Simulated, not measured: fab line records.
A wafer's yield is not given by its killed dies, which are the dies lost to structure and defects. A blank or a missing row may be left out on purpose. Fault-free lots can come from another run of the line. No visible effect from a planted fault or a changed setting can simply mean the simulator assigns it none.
8D (eight disciplines) problem report, filled in by code ; flow n5 finfet ; the parts of the form that need people (team, actions taken, sign-off) are left out

## 1. WHAT WENT WRONG
Wafers without a fault read 249.99 C, standard deviation 0.19; plate temp C at N5_SD_EPI_N_COAT_32 reads a mean of 254.03 C on 6 wafers belonging to 2 lots. That is +21 standard deviations from the usual mean.
The step: time 60 s, resist thk 350 nm.
First observed at day 7 17:57: wafer L440.1, on litho track-05. The record has a number at this step for 27 wafers belonging to 9 lots. Rule for "out" (also "out of limits"): further than 4 standard deviations from the usual mean. The other wafers with a number count as sound.

## 2. WHAT IT IS, AND WHAT IT ISN'T
question;is;is not
which readings at this step;plate temp C, heater power total W;-
which lots;L440, L442;L422, L424, L425, L431, L433, L443, L445
which wafers of those lots;all that have a number;-
read on which tools;litho track-05;litho track-01, litho track-04
when;from day 7 17:57;"up to then (15 sound wafers); but 6 sound wafers of L443, L445 came after"

## 3. THE SUSPECTS, EACH WITH WHAT RULES IT OUT
Counting: a tool at any process step up to the reading remains a suspect when it ran all the lots that are out and ran no sound lot after the first of those.
- litho track-05 at N5_SD_EPI_N_COAT_32 (time 60 s, resist thk 350 nm): kept. It processed each lot that is out, first L440 at day 7 17:57, and no sound lot thereafter; up to then, the last sound lot it processed was L433 at day 5 21:02. Out on those wafers are its own readings of heater power total W, plate temp C.
The count leaves litho track-05 at N5_SD_EPI_N_COAT_32.

## 4. THE CAUSE (what the simulator had put in)
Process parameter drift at N5_SD_EPI_N_COAT_32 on litho track-05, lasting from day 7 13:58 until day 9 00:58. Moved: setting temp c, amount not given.
This tool alone remained once counting was done.

## 5. SEQUENCE OF EFFECTS, ordered by route
Each row: a reading where the mean over the struck wafers with a number is more than 3 standard deviations away from the usual. Only readings for which the record gives a usual standard deviation are gone through. hours: the time from each lot's start at the first step in this table that gives one to its start at this step, as a median over the lots. sigmas: the change in usual standard deviations.
hours;step;reading;usual;on struck wafers;change;sigmas
0;N5_SD_EPI_N_COAT_32;heater power total W;500.6 W;510.1;+9.5;+5.6
0;N5_SD_EPI_N_COAT_32;plate temp C;249.99 C;254.03;+4.04;+21
Process steps it contains:
- N5_SD_EPI_N_COAT_32: time 60 s, resist thk 350 nm.
Later steps that measure or inspect, where all struck wafers having a row at the step show a number for every such reading and not one has moved that far: N5_BEOL_M4_RC_MEAS_101.

## 6. HOW IT WOULD HAVE BEEN CAUGHT EARLIER
First out-of-limits reading in this record: day 7 17:57, which is 4 hours after fault onset at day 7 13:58.
